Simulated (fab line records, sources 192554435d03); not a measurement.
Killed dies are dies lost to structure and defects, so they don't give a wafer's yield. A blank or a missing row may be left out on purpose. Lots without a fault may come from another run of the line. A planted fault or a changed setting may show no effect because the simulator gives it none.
One fault seen from 2 desks | flow n5_finfet | each desk has only its own numbers; what lay behind them comes last

THE METROLOGY DESK
What the gauges read, lot by lot, whatever tool the lot ran on: means of the sampled wafers that have a number. A lot is out of limits, marked OUT, if its mean lies more than 4 standard deviations from the usual mean; the brackets give that distance. Of its 10 readings 7 are shown: those that lie furthest out on some lot.
Columns: A = DIBL_N at N5_BEOL_M4_RC_MEAS_101, usual 36.3 mV/V; B = DIBL_P at N5_BEOL_M4_RC_MEAS_101, usual 36.3 mV/V; C = IOFF_N at N5_BEOL_M4_RC_MEAS_101, usual 0.160 nA/um; D = IOFF_P at N5_BEOL_M4_RC_MEAS_101, usual 0.210 nA/um; E = ION_P at N5_BEOL_M4_RC_MEAS_101, usual 462 uA/um; F = SS_N at N5_BEOL_M4_RC_MEAS_101, usual 71.5 mV/dec; G = VT_P at N5_BEOL_M4_RC_MEAS_101, usual -250.1 mV
lot  | first seen here | A    | B    | C     | D     | E   | F    | G
L959 | day 9 03:23     | 34.6 | 35.0 | 0.147 | 0.206 | 462 | 71.6 | -249.2
L968 | day 11 07:45    | 36.2 | 36.1 | 0.161 | 0.232 | 466 | 72.2 | -247.6
L969 | day 12 02:44    | 36.9 | 35.8 | 0.171 | 0.234 | 471 | 70.9 | -246.4
L970 | day 12 19:17    | 35.5 | 35.4 | 0.142 | 0.196 | 459 | 71.8 | -253.4
L974 | day 14 05:32    | 36.1 | 37.1 | 0.164 | 0.195 | 463 | 71.5 | -251.9
This desk's finding: nothing out of limits on any of the 5 lots.

THE TOOL OWNER'S DESK: pecvd-02
The tool's own readings at N5_BEOL_M0_SAQP_PECVD_97 (deposits SiNx from SiH4/NH3/N2, target thk 23 nm, time 19.9 s): means of the sampled wafers that have a number, for each lot that ran on this tool. A lot is out of limits, marked OUT, if its mean lies more than 4 standard deviations from the usual mean; the brackets give that distance.
Columns: A = heater_power_w at N5_BEOL_M0_SAQP_PECVD_97, usual 553 W; B = showerhead_plenum_p_Torr at N5_BEOL_M0_SAQP_PECVD_97, usual 5.15 Torr; C = throttle_valve_pct at N5_BEOL_M0_SAQP_PECVD_97, usual 40.3 %
lot  | first seen here | A   | B    | C
L959 | day 5 12:40     | 585 | 5.17 | 38.7
L968 | day 7 22:01     | 486 | 5.17 | 43.5
L969 | day 8 01:19     | 532 | 5.17 | 39.9
L970 | day 8 05:19     | 505 | 5.17 | 43.3
This desk's finding: nothing out of limits on any of the 4 lots.

PUT TOGETHER
The metrology desk saw nothing out of limits.
The tool owner's desk saw nothing out of limits.

WHAT THE SIMULATOR HAD PUT IN
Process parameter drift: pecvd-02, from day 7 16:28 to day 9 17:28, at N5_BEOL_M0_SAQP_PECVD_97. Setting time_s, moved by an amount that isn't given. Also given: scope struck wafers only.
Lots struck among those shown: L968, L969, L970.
